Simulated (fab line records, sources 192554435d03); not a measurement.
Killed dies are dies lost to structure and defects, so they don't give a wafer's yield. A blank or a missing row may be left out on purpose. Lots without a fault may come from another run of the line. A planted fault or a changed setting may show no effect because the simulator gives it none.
Which tool did it? | flow n5_finfet | 24 lots, 72 wafers sampled, at 4 steps of a route of 1938

WHAT THE GAUGES READ, wafer by wafer
N5_MOL_CONTACT_COAG_OVL_MEAS_85.
lot  | measured     | on         | VG_OVL (nm)
L074 | day 5 01:52  | overlay-01 | -2.2 -1.1 -1.3
L075 | day 5 10:16  | overlay-02 | -0.4 -0.9 0.1
L076 | day 5 16:24  | overlay-02 | -1.6 -0.6 -0.6
L077 | day 5 22:44  | overlay-02 | -0.3 -0.6 -0.4
L078 | day 6 02:46  | overlay-01 | -0.6 -0.3 -0.5
L079 | day 6 10:15  | overlay-01 | -0.6 -1.0 -0.8
L080 | day 6 14:04  | overlay-01 | -0.8 0.2 -0.2
L081 | day 6 21:59  | overlay-02 | -1.3 -1.1 0.2
L082 | day 7 04:19  | overlay-01 | -1.0 -0.4 -0.1
L083 | day 7 14:51  | overlay-02 | -1.2 0.2 0.0
L084 | day 7 15:53  | overlay-02 | -1.3 -0.6 -1.5
L085 | day 7 22:55  | overlay-02 | -0.3 0.0 -0.8
L086 | day 8 00:57  | overlay-01 | 0.2 -0.3 0.2
L087 | day 8 08:16  | overlay-01 | -1.4 -0.6 -1.8
L088 | day 8 18:52  | overlay-02 | 0.8 0.7 0.1
L089 | day 8 19:19  | overlay-02 | -0.3 1.1 0.3
L090 | day 8 23:28  | overlay-01 | 0.2 -0.2 -0.6
L092 | day 9 12:21  | overlay-02 | 0.1 -0.2 0.0
L091 | day 9 15:58  | overlay-02 | -0.6 -0.4 0.6
L093 | day 9 19:24  | overlay-01 | 0.2 -0.3 -0.2
L094 | day 10 02:19 | overlay-02 | 0.1 -1.0 0.1
L095 | day 10 09:49 | overlay-02 | 0.3 0.5 -0.1
L096 | day 10 19:01 | overlay-02 | -2.2 -0.2 -1.9
L097 | day 10 21:33 | overlay-01 | 0.4 -0.6 0.1

N5_MOL_CONTACT_COAG_THK_MEAS_53.
lot  | measured     | on            | VIA_MOL_THK (nm)
L074 | day 5 05:16  | film_metro-02 | 43.3 43.8 44.1
L075 | day 5 13:26  | film_metro-01 | 43.2 43.8 44.1
L076 | day 5 19:22  | film_metro-01 | 43.6 43.9 43.9
L077 | day 6 02:19  | film_metro-02 | 43.4 43.6 43.8
L078 | day 6 06:46  | film_metro-02 | 42.7 43.3 44.1
L079 | day 6 14:02  | film_metro-02 | 43.3 43.0 43.3
L080 | day 6 17:06  | film_metro-02 | 42.8 43.1 44.5
L081 | day 7 01:28  | film_metro-02 | 43.9 43.2 44.5
L082 | day 7 07:16  | film_metro-01 | 43.7 42.4 43.4
L083 | day 7 17:53  | film_metro-01 | 43.6 43.8 43.7
L084 | day 7 18:47  | film_metro-02 | 43.8 43.7 44.1
L085 | day 8 01:56  | film_metro-02 | 44.1 44.6 44.5
L086 | day 8 04:17  | film_metro-02 | 44.8 45.7 45.1
L087 | day 8 11:34  | film_metro-02 | 42.5 43.6 44.0
L088 | day 8 23:15  | film_metro-02 | 45.4 43.9 45.5
L089 | day 8 23:53  | film_metro-02 | 43.6 44.2 44.4
L090 | day 9 02:24  | film_metro-02 | 43.7 43.6 44.5
L092 | day 9 17:07  | film_metro-02 | 42.5 43.3 43.1
L091 | day 9 21:50  | film_metro-02 | 42.4 42.7 42.7
L093 | day 10 00:14 | film_metro-01 | 42.9 43.7 44.6
L094 | day 10 05:38 | film_metro-02 | 44.1 43.8 44.1
L095 | day 10 12:59 | film_metro-01 | 44.9 43.4 45.3
L096 | day 10 22:07 | film_metro-02 | 42.3 43.3 44.9
L097 | day 11 00:47 | film_metro-01 | 42.9 43.4 44.4

N5_BEOL_M0_SAQP_OVL_MEAS_15.
lot  | measured     | on         | M0_CORE_OVL (nm)
L074 | day 5 10:16  | overlay-01 | 0.5 0.4 1.2
L075 | day 5 19:55  | overlay-02 | -0.5 0.4 0.0
L076 | day 6 00:34  | overlay-02 | 0.0 -0.3 -1.5
L077 | day 6 07:17  | overlay-01 | -2.1 -1.9 -1.4
L078 | day 6 11:35  | overlay-02 | 0.0 -0.6 -0.4
L079 | day 6 19:04  | overlay-01 | -0.9 -0.4 -0.2
L080 | day 6 22:58  | overlay-01 | -0.1 -0.9 -2.0
L081 | day 7 07:31  | overlay-01 | -0.7 -0.3 -0.6
L082 | day 7 11:58  | overlay-01 | -0.6 -1.8 -0.3
L083 | day 7 23:00  | overlay-01 | -0.6 -0.6 -0.2
L084 | day 8 01:45  | overlay-01 | -0.3 -1.1 -1.7
L085 | day 8 06:47  | overlay-01 | -0.6 -0.1 -1.6
L086 | day 8 10:41  | overlay-02 | -0.7 -1.1 -0.9
L087 | day 8 16:09  | overlay-01 | -0.5 -0.3 -0.2
L088 | day 9 03:45  | overlay-01 | 0.4 -0.2 0.4
L089 | day 9 08:37  | overlay-02 | -0.2 0.0 -1.2
L090 | day 9 09:46  | overlay-01 | 0.4 0.0 -0.6
L092 | day 9 21:47  | overlay-02 | 0.3 -1.8 0.3
L091 | day 10 03:57 | overlay-02 | -2.2 -2.2 -1.2
L093 | day 10 05:29 | overlay-01 | -0.2 -0.4 -1.0
L094 | day 10 10:44 | overlay-01 | 0.1 -0.3 0.3
L095 | day 10 18:24 | overlay-01 | -0.9 -0.1 -0.7
L096 | day 11 03:56 | overlay-02 | -1.5 -0.6 -1.4
L097 | day 11 07:59 | overlay-02 | -0.6 -1.2 -1.3

WHICH TOOL RAN EACH LOT (tool, then ch and the chambers of the sampled wafers, then the start)
lot  | N5_BEOL_M0_SAQP_ILD_DEP_01
L074 | pecvd-04 ch 0,1,2, day 5 08:41
L075 | pecvd-01 ch 1,2, day 5 16:51
L076 | pecvd-04 ch 1,2, day 5 22:47
L077 | pecvd-01 ch 0,1,2, day 6 05:44
L078 | pecvd-04 ch 1,2, day 6 10:10
L079 | pecvd-04 ch 0,1,2, day 6 17:27
L080 | pecvd-04 ch 0,1,2, day 6 20:30
L081 | pecvd-01 ch 1,2, day 7 04:53
L082 | pecvd-01 ch 0,1,2, day 7 10:42
L083 | pecvd-04 ch 0,1,2, day 7 21:19
L084 | pecvd-02 ch 0,1, day 8 00:18
L085 | pecvd-01 ch 0,1,2, day 8 05:21
L086 | pecvd-04 ch 0,1, day 8 08:21
L087 | pecvd-02 ch 0,1, day 8 14:59
L088 | pecvd-02 ch 0,1, day 9 02:40
L089 | pecvd-01 ch 0,1,2, day 9 05:41
L090 | pecvd-04 ch 1,2, day 9 08:41
L092 | pecvd-02 ch 1,2, day 9 20:32
L091 | pecvd-01 ch 0,1,2, day 10 01:15
L093 | pecvd-02 ch 0,2, day 10 04:15
L094 | pecvd-04 ch 0,1,2, day 10 09:03
L095 | pecvd-02 ch 0,1, day 10 16:24
L096 | pecvd-04 ch 0,1,2, day 11 01:32
L097 | pecvd-04 ch 0,1, day 11 04:32
- N5_BEOL_M0_SAQP_ILD_DEP_01: deposits SiOC from DEMS/O2, target thk 45.419 nm, time 8.7 s.

WHAT THE TOOLS THEMSELVES READ (means of the sampled wafers that have a number; where no wafer has one, the mark that the record gives instead)
N5_BEOL_M0_SAQP_ILD_DEP_01.
lot  | tool     | heater_power_w (W) | showerhead_plenum_p_Torr (Torr) | throttle_valve_pct (%)
L074 | pecvd-04 | 446                | 5.692                           | 12.5
L075 | pecvd-01 | 358                | 5.707                           | 10.7
L076 | pecvd-04 | 507                | 5.697                           | 12.8
L077 | pecvd-01 | 386                | 5.699                           | 11.1
L078 | pecvd-04 | 510                | 5.699                           | 12.8
L079 | pecvd-04 | 457                | 5.691                           | 12.4
L080 | pecvd-04 | 465                | 5.693                           | 12.3
L081 | pecvd-01 | 369                | 5.704                           | 10.8
L082 | pecvd-01 | 407                | 5.695                           | 11.0
L083 | pecvd-04 | 461                | 5.690                           | 12.4
L084 | pecvd-02 | 485                | 5.694                           | 11.3
L085 | pecvd-01 | 389                | 5.696                           | 11.2
L086 | pecvd-04 | 477                | 5.682                           | 12.9
L087 | pecvd-02 | 467                | 5.687                           | 11.8
L088 | pecvd-02 | 480                | 5.693                           | 12.0
L089 | pecvd-01 | 383                | 5.694                           | 11.2
L090 | pecvd-04 | 460                | 5.686                           | 11.9
L092 | pecvd-02 | 438                | 5.687                           | 12.1
L091 | pecvd-01 | 410                | 5.697                           | 11.1
L093 | pecvd-02 | 437                | 5.672                           | 11.7
L094 | pecvd-04 | 465                | 5.693                           | 12.5
L095 | pecvd-02 | 446                | 5.697                           | 11.5
L096 | pecvd-04 | 476                | 5.691                           | 12.5
L097 | pecvd-04 | 539                | 5.690                           | 13.2

THE ANSWER, worked out from the rows above alone
Rule: what is usual is taken from the lots themselves. Put in order of their means at a reading, lots are off if they are a third of the lots or fewer, leave a main group of 4 or more, and stand apart from it by a gap of 3 or more times the standard deviation of the main group's means; of several such gaps the widest counts. A main group whose means are all the same, to the digits that the tables above print for the reading, isn't used. A lot without any number at a reading at which 4 lots or more have one is off too. The other lots that the step has rows for count as sound. The gauges are gone through in route order, then the tools' own readings, and for those a lot's mean is taken as printed above. The first step at which some lot is off is used, and at that step the reading that is off furthest; a lot without a number counts as furthest.
No lot is off at any reading shown: from this, nothing can be told.

WHAT THE SIMULATOR HAD PUT IN
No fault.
